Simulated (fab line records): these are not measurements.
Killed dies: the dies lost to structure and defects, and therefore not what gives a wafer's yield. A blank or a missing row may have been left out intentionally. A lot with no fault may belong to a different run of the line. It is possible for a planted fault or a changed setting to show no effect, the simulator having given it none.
fab line records	flow n5Finfet
record: lots: 9	wafers: 26	lastDay: 18
route steps=1938 shown SD_EPI_N@293 SD_EPI_P@311 SD_ACTIVATION@331 ILD0@343 BEOL_M4@1111 PASSIVATION@1936
lots that met no fault: from a run of the same line without faults
startH: hours from the record's opening day to when the first of the lot's shown wafers began	waitH: hours from the lot's prior step to this one	" as in the row above	L1.1+2: a row that stands for several wafers	- either no value or no given start	* or withheld: withheld	< > ~ a bound
route shown NAME@n: NAME is a module with steps in the file, n the number in the route of the first one	usual: mean and standard deviation over wafers with no fault	same: alike in all rows	chamber/n: place in a boat	sites: readings site by site	_std_site: their standard deviation	_edge_site: mean of outer sites minus mean of inner sites	radiusMm: for every site, how far away it sits from the centre of the wafer	mask NAME#n: copy n	behind: tool/chamber where the wafer was last shaped	hold: why the lot was held/for how many hours/how that ended	device: which transistor (n, p or np) failed to switch	end of line: tests of these same wafers at the route's end	for a step that has no rows: nothing shown but its recipe	killed: not the wafer's yield, but the dies lost to structure and defects at the first sort	map: per-die view of a wafer (x killed, . not killed, _ where there is no die)
set.NAME: the setting that was run; set.NAME@STEP: the one run at that earlier step	model.NAME: the simulator's own value behind a step, which no gauge read
a sample of lots followed through the steps of the route, with each step as a table and each wafer as a row
services: when a tool's chamber went out of use (startH, in hours from the record's first day, below 0 if earlier), for how many hours, and the reason
== steps ==
step: N5_SD_EPI_N_LINER_46
recipe: material: SiNx	targetThkA: 30	tempC: 400	aldPrecursorFamily: SiH2I2	aldCoReactant: N2/H2-plasma	pressureTorr: 2
usual: heaterPowerW: 863/77
lot.wafer	tool	chamber	startH	waitH	heaterPowerW
L666.4	aldSin-03	2	51.93	0.1	981
L666.5	"	3	"	"	847
L666.6	"	0	"	"	815
L668.2	aldSin-02	0	65.78	0.1	952
L668.3	"	3	"	"	818
L668.4	"	1	"	"	772
L672.1	aldSin-04	2	92.21	0.3	792
L672.2	"	1	"	"	840
L672.5	"	1	"	"	839
L674.1	aldSin-02	2	102.93	0.2	811
L674.4	"	1	"	"	775
L674.5	"	0	"	"	952
L675.5	aldSin-03	3	106.16	0.2	843
L675.6	"	0	"	"	840
L676.3	aldSin-03	0	112.93	0.1	848
L676.4	"	1	"	"	873
L676.6	"	0	"	"	835
L683.2	aldSin-03	3	155.41	0.1	844
L683.3	"	2	"	"	982
L683.5	"	2	"	"	1000
L686.3	aldSin-02	1	174.76	0.1	738
L686.4	"	3	"	"	823
L686.6	"	0	"	"	970
L688.1	aldSin-02	0	184.26	0.3	972
L688.2	"	1	"	"	739
L688.4	"	3	"	"	828
step: N5_SD_EPI_P_ETCH_47
recipe: chemistry: CH3F/O2	target: SiOCN	targetDepthA: 250	maskMaterial: SOC	ionEnergyEv: 60	biasW: 29	pressureMtorr: 30	sourceW: 410	Ar_flow_sccm: 150	CH3F_flow_sccm: 30	O2_flow_sccm: 20
usual: drypumpMotorCurrentA: 5.8/0.56	oesProductAu: 0.75/0.068	rfVppV: 126/3.2	showerheadPlenumPTorr: 2.01/0.067	throttleValvePct: 16.24/0.2
lot.wafer	tool	chamber	startH	waitH	drypumpMotorCurrentA	oesProductAu	rfHoursCounterH	rfVppV	showerheadPlenumPTorr	throttleValvePct
L666.4	rieDiel-06	1	53.18	0.1	5.4	0.91	17	124	2.04	15.82
L666.5	"	2	"	"	6.2	0.67	-	126	1.98	16.86
L666.6	"	3	"	"	5.2	0.76	-	126	1.91	16.12
L668.2	rieDiel-02	1	67.03	0.1	5.1	0.74	191	131	2.04	15.96
L668.3	"	2	"	"	6.3	0.78	148	121	1.93	16.32
L668.4	"	3	"	"	6.4	0.73	154	124	2.01	16.34
L672.1	rieDiel-04	3	94.43	0.1	5.9	0.69	206	125	1.90	16.35
L672.2	"	2	"	"	4.8	0.74	180	125	2.06	16.21
L672.5	"	3	"	"	5.9	0.69	-	125	1.90	16.34
L674.1	rieDiel-02	1	104.27	0.1	5.1	0.72	204	133	2.04	15.98
L674.4	"	2	"	"	6.3	0.74	161	123	1.93	16.34
L674.5	"	0	"	"	6.4	0.69	-	128	2.04	16.31
L675.5	rieDiel-02	2	107.50	0.1	6.3	0.76	-	123	1.93	16.35
L675.6	"	1	"	"	5.1	0.73	-	133	2.04	15.98
L676.3	rieDiel-06	1	114.18	0.1	5.4	0.88	38	125	2.03	15.89
L676.4	"	2	"	"	6.2	0.95	12	125	1.98	16.39
L676.6	"	0	"	"	5.9	0.75	-	131	2.07	16.52
L683.2	rieDiel-04	0	156.66	0.1	5.3	0.75	145	123	2.09	16.37
L683.3	"	3	"	"	5.9	0.67	227	124	1.89	16.39
L683.5	"	0	"	"	5.3	0.75	-	122	2.08	16.36
L686.3	rieDiel-04	2	176.01	0.1	4.9	0.72	199	125	2.05	16.24
L686.4	"	3	"	"	5.9	0.66	233	124	1.89	16.41
L686.6	"	0	"	"	5.3	0.74	-	122	2.08	16.38
L688.1	rieDiel-02	1	185.52	0.1	5.0	0.70	228	132	2.03	16.02
L688.2	"	0	"	"	6.4	0.99	10	128	2.03	15.84
L688.4	"	3	"	"	6.5	0.69	191	124	1.99	16.40
step: N5_SD_ACTIVATION_LSA_01
recipe: tempC: 1080	timeS: 0.0008	ambient: N2
usual: wafer_temp_C_max: 1084.0/0.83
lot.wafer	tool	chamber	startH	waitH	wafer_temp_C_max
L666.4	laserAnneal-01	0	57.56	0.2	1085.6
L666.5	"	0	"	"	1083.3
L666.6	"	0	"	"	1083.4
L668.2	laserAnneal-01	0	70.77	0.2	1082.9
L668.3	"	0	"	"	1082.3
L668.4	"	0	"	"	1083.8
L672.1	laserAnneal-01	0	98.70	0.2	1053.8
L672.2	"	0	"	"	1054.0
L672.5	"	0	"	"	1055.4
L674.1	laserAnneal-01	0	108.63	0.2	1054.2
L674.4	"	0	"	"	1055.7
L674.5	"	0	"	"	1054.8
L675.5	laserAnneal-02	0	111.00	0.2	1085.3
L675.6	"	0	"	"	1083.6
L676.3	laserAnneal-01	0	118.55	0.2	1055.5
L676.4	"	0	"	"	1053.8
L676.6	"	0	"	"	1054.6
L683.2	laserAnneal-02	0	161.01	0.2	1083.3
L683.3	"	0	"	"	1085.0
L683.5	"	0	"	"	1083.5
L686.3	laserAnneal-01	0	180.35	0.2	1085.2
L686.4	"	0	"	"	1084.7
L686.6	"	0	"	"	1084.1
L688.1	laserAnneal-01	0	189.35	0.3	1085.1
L688.2	"	0	"	"	1083.2
L688.4	"	0	"	"	1085.4
step: N5_SD_ACTIVATION_RS_MEAS_03
recipe: thkMeasGauge: four-point-probe
usual: RS_SD_N: 21.95/0.28	RS_SD_P: 56.1/0.88
lot.wafer	tool	chamber	startH	waitH	RS_SD_N[ohm/sq]	RS_SD_P[ohm/sq]
L666.4	filmMetro-01	-	57.73	0.1	22.26	55.9
L666.5	"	-	"	"	22.34	56.2
L666.6	"	-	"	"	22.18	56.7
L668.2	filmMetro-01	-	70.98	0.2	21.73	56.2
L668.3	"	-	"	"	22.09	57.3
L668.4	"	-	"	"	21.71	56.5
L672.1	filmMetro-01	-	98.90	0.2	25.29	57.0
L672.2	"	-	"	"	25.47	56.8
L672.5	"	-	"	"	25.65	57.1
L674.1	filmMetro-02	-	108.83	0.2	25.16	55.8
L674.4	"	-	"	"	24.72	57.3
L674.5	"	-	"	"	25.24	56.5
L675.5	filmMetro-02	-	111.16	0.1	22.23	56.6
L675.6	"	-	"	"	22.14	54.6
L676.3	filmMetro-02	-	118.73	0.2	25.40	55.6
L676.4	"	-	"	"	25.45	57.0
L676.6	"	-	"	"	25.13	56.4
L683.2	filmMetro-02	-	161.21	0.2	21.79	55.0
L683.3	"	-	"	"	21.82	56.0
L683.5	"	-	"	"	21.87	56.1
L686.3	filmMetro-02	-	180.53	0.2	21.58	58.0
L686.4	"	-	"	"	21.79	56.1
L686.6	"	-	"	"	21.82	55.6
L688.1	filmMetro-01	-	189.55	0.2	21.69	57.0
L688.2	"	-	"	"	22.23	57.7
L688.4	"	-	"	"	21.80	57.9
step: N5_ILD0_ALD_15
recipe: material: SiNx	targetThkA: 240	tempC: 400	aldPrecursorFamily: SiH2I2	aldCoReactant: N2/H2-plasma	pulseTimeS: 1	aldCycles: 480	purgeTimeS: 2	coReactantPurgeTimeS: 2	pressureTorr: 2
usual: heaterPowerW: 836/89	precursorPulseHeightRel: 1.001/0.02
same: purgeTimeS: 2
lot.wafer	tool	chamber	startH	waitH	heaterPowerW	precursorPulseHeightRel
L666.4	aldSin-04	1	62.59	0.2	836	0.988
L666.5	"	0	63.67	1.2	866	1.038
L666.6	"	3	"	"	939	0.993
L668.2	aldSin-02	3	75.46	0.5	832	1.010
L668.3	"	2	"	"	832	1.006
L668.4	"	0	"	"	948	0.960
L672.1	aldSin-01	3	102.96	0.6	768	1.003
L672.2	"	1	"	"	954	0.959
L672.5	"	2	104.05	1.2	699	0.977
L674.1	aldSin-01	2	113.03	0.6	673	1.023
L674.4	"	3	"	"	795	1.011
L674.5	"	0	114.12	1.2	906	0.985
L675.5	aldSin-02	1	116.24	1.2	744	0.981
L675.6	"	0	"	"	984	1.022
L676.3	aldSin-01	3	122.75	0.4	775	0.998
L676.4	"	0	"	"	923	1.000
L676.6	"	2	123.84	1.1	696	1.012
L683.2	aldSin-02	3	165.54	0.5	843	0.975
L683.3	"	1	"	"	743	1.004
L683.5	"	2	166.63	1.2	806	1.007
L686.3	aldSin-02	1	184.97	0.6	744	1.008
L686.4	"	2	"	"	796	0.986
L686.6	"	0	186.05	1.4	942	1.008
L688.1	aldSin-02	3	193.74	0.6	838	1.022
L688.2	"	1	"	"	741	1.017
L688.4	"	2	"	"	815	0.978
step: N5_BEOL_M4_RC_MEAS_101
usual: DIBL_N: 37.0/2.3	DIBL_P: 37.3/2.8	IOFF_N: 0.17/0.046	IOFF_P: 0.23/0.054	ION_N: 675/14	ION_P: 460/9.3	RC_DENSE_N: 19.1/0.44	RC_N: 15.6/0.35	REXT_N: 74.9/1.9	RS_SD_N: 28.5/0.4	SS_N: 71.7/0.73	SS_P: 73.6/0.95	VT_N: 249/3.9	VT_P: -250/3.9
lot.wafer	tool	chamber	startH	waitH	DIBL_N[mV/V]	DIBL_P[mV/V]	IOFF_N[nA/um]	IOFF_P[nA/um]	ION_N[uA/um]	ION_P[uA/um]	RC_DENSE_N[ohm.um]	RC_N[ohm.um]	REXT_N[ohm.um]	RS_SD_N[ohm/sq]	SS_N[mV/dec]	SS_P[mV/dec]	VT_N[mV]	VT_P[mV]
L666.4	prober-02	0	167.30	0.5	40.3	40.9	0.23	0.31	680	471	19.2	15.7	73.4	28.9	72.2	74.8	243	-246
L666.5	"	0	"	"	37.1	35.4	0.15	0.21	676	464	19.3	15.7	72.5	29.0	71.3	73.7	251	-251
L666.6	"	0	"	"	43.8	44.8	0.36	0.42	712	478	19.0	15.4	72.9	28.6	73.7	76.2	240	-243
L668.2	prober-02	0	173.38	0.2	39.7	40.0	0.23	0.29	673	460	18.7	15.4	73.5	28.1	72.5	74.6	247	-249
L668.3	"	0	"	"	36.8	37.0	0.16	0.21	670	462	18.8	15.4	73.8	28.6	71.8	74.2	250	-252
L668.4	"	0	"	"	33.8	34.2	0.13	0.18	662	458	18.9	15.5	73.5	28.6	71.0	72.5	250	-252
L672.1	prober-02	0	200.18	0.0	35.1	36.6	0.14	0.19	664	458	21.3	17.4	81.7	32.2	71.4	73.1	253	-255
L672.2	"	0	"	"	38.3	39.5	0.21	0.25	696	474	21.7	17.5	82.1	32.2	72.1	73.8	245	-251
L672.5	"	0	"	"	39.1	40.8	0.23	0.27	699	470	21.9	17.7	81.1	32.5	72.2	74.8	248	-250
L674.1	prober-01	0	221.92	0.0	38.7	41.4	0.20	0.29	672	466	22.1	18.0	81.4	32.1	71.2	74.8	248	-246
L674.4	"	0	"	"	37.3	38.1	0.16	0.23	675	469	22.1	18.1	80.6	31.3	72.0	74.1	249	-250
L674.5	"	0	"	"	38.6	40.6	0.21	0.28	684	473	21.8	17.8	80.3	32.1	72.2	74.7	248	-246
L675.5	prober-02	0	222.87	0.6	35.7	35.0	0.15	0.23	677	468	19.3	15.6	77.7	29.3	71.5	73.0	250	-246
L675.6	"	0	"	"	41.2	42.4	0.27	0.37	700	473	19.1	15.6	78.0	28.7	73.1	74.4	244	-243
L676.3	prober-01	0	225.68	0.3	34.7	32.9	0.14	0.19	674	474	21.7	17.5	78.0	32.3	71.4	73.1	250	-248
L676.4	"	0	"	"	33.9	32.0	0.11	0.18	648	455	22.2	18.0	79.4	32.9	71.5	72.2	257	-250
L676.6	"	0	"	"	34.4	33.9	0.12	0.20	662	466	21.2	17.1	78.0	32.0	71.8	72.5	254	-250
L683.2	prober-02	0	286.35	0.2	33.5	30.7	0.10	0.13	640	440	18.8	15.3	73.3	28.3	71.0	72.3	257	-258
L683.3	"	0	"	"	36.2	35.0	0.14	0.18	664	452	18.7	15.3	73.7	28.1	71.2	73.1	250	-254
L683.5	"	0	"	"	37.3	35.0	0.16	0.18	666	448	19.0	15.4	73.1	28.1	72.1	73.3	250	-253
L686.3	prober-01	0	302.09	0.3	38.3	39.4	0.20	0.24	673	456	18.8	15.5	73.4	27.8	71.8	73.6	247	-251
L686.4	"	0	"	"	36.8	38.0	0.17	0.21	671	455	18.8	15.3	74.0	27.7	72.3	72.9	250	-252
L686.6	"	0	"	"	37.2	38.0	0.18	0.22	666	455	18.7	15.3	73.3	27.8	71.8	73.7	248	-250
L688.1	prober-02	0	319.71	0.0	37.7	38.9	0.19	0.28	670	460	19.1	15.6	74.6	28.2	72.9	73.9	249	-247
L688.2	"	0	"	"	40.0	40.9	0.24	0.30	696	474	18.8	15.2	74.8	28.6	73.1	74.6	244	-245
L688.4	"	0	"	"	35.8	37.0	0.15	0.23	677	471	19.0	15.5	75.0	28.2	71.6	73.2	250	-248
step: N5_PASSIVATION_PROBE_49
usual: defectLimitedYield: 91.5/1.3	killed_at_M0_to_M3: 36/10	killed_at_M4_up: 13/4.7	killedAtContacts: 13/6.7	killedAtFrontEnd: 37/9.7	killedAtOther: 2.6/2.3	killedDies: 101/15	killedOpen: 67/12	killedShort: 32/6.7	sort_bin_4_leakage: 0.0/0.31	sort_bin_5_function: 5.0/0.89	sort_bin_6_memory: 3.2/0.63	sort_bin_8_speed: 0.01/0.03	sortNPass: 1079/16	sortYieldPct: 91.4/1.4
same: grossDies: 1180	killedAtBackSide: 0
lot.wafer	tool	chamber	startH	waitH	defectLimitedYield[%]	killed_at_M0_to_M3	killed_at_M4_up	killedAtContacts	killedAtFrontEnd	killedAtOther	killedDies	killedOpen	killedShort	sort_bin_4_leakage[%]	sort_bin_5_function[%]	sort_bin_6_memory[%]	sort_bin_8_speed[%]	sortNPass	sortYieldPct[%]
L676.4	prober-02	-	343.15	0.2	91.4	42	9	12	37	1	101	69	32	0	5.0	3.1	0.08	1078	91.4
killed by level:class
L676.4 BEOL_M0_SAQP:geometricParticle:short=14 MOL_CONTACT_COAG:geometricParticle:open=10 BEOL_M0_SAQP:geometricParticle:open=10 BEOL_M2:geometricParticle:open=10 FIN_SAQP:geometricParticle:open=9 STARTING-WAFER:geometricParticle:open=6 GATE_CUT:geometricParticle:open=5 FIN_SAQP:geometricParticle:short=4
== services ==
tool	chamber	startH	hours	kind
aldSin-02	2	28.17	2.8	repair
aldSin-03	2	31.08	2.9	repair
aldSin-01	2	31.94	4.7	repair
laserAnneal-02	-	34.48	3.1	repair
aldSin-01	-	47.57	0.2	repair
rieDiel-02	-	56.31	0.1	repair
aldSin-02	-	62.60	2.8	pm
aldSin-04	1	74.84	3.9	repair
aldSin-02	-	85.25	14.0	pm
aldSin-02	0	85.25	14.0	ventCycle
aldSin-02	1	85.25	14.0	ventCycle
aldSin-02	2	85.25	14.0	ventCycle
aldSin-02	3	85.25	14.0	ventCycle
aldSin-04	-	98.41	0.5	repair
aldSin-02	0	99.25	-	clean
rieDiel-04	2	105.53	3.5	repair
aldSin-03	2	128.68	2.9	repair
rieDiel-04	2	140.05	19.5	repair
aldSin-04	-	143.80	6.1	pm
aldSin-01	1	150.80	4.8	repair
aldSin-01	3	162.13	2.0	repair
aldSin-03	3	163.57	4.5	repair
aldSin-01	-	177.72	14.0	pm
rieDiel-04	3	180.80	1.6	repair
== key ==
firstSign: step: N5_SD_ACTIVATION_LSA_01	reading: wafer_temp_C_max	direction: down	sigmas: 35	usual: *	struck: *
effect: step: N5_SD_ACTIVATION_RS_MEAS_03	reading: RS_SD_N	direction: up	sigmas: 12	usual: 21.95	struck: 25.28
effect: step: N5_BEOL_M4_RC_MEAS_101	reading: RS_SD_N	direction: up	sigmas: 9.2	usual: 28.5	struck: 32.2
effect: step: N5_BEOL_M4_RC_MEAS_101	reading: RC_DENSE_N	direction: up	sigmas: 6	usual: 19.1	struck: 21.8
effect: step: N5_BEOL_M4_RC_MEAS_101	reading: RC_N	direction: up	sigmas: 5.9	usual: 15.6	struck: 17.7
effect: step: N5_BEOL_M4_RC_MEAS_101	reading: REXT_N	direction: up	sigmas: 2.9	usual: 74.9	struck: 80.3
metAt N5_SD_ACTIVATION_LSA_01
struckLots L672,L674,L676
notActingAt N5_SD_EPI_N_LINER_46,N5_SD_EPI_P_ETCH_47,N5_ILD0_ALD_15
onsetBetween 70.77 98.70
fault: kind: processParameterDrift	tool: laserAnneal-01	chamber: -	onsetH: 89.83	steps: N5_SD_ACTIVATION_LSA_01	channel: tempC	offset: *	shape: step	endH: 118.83	stated: *
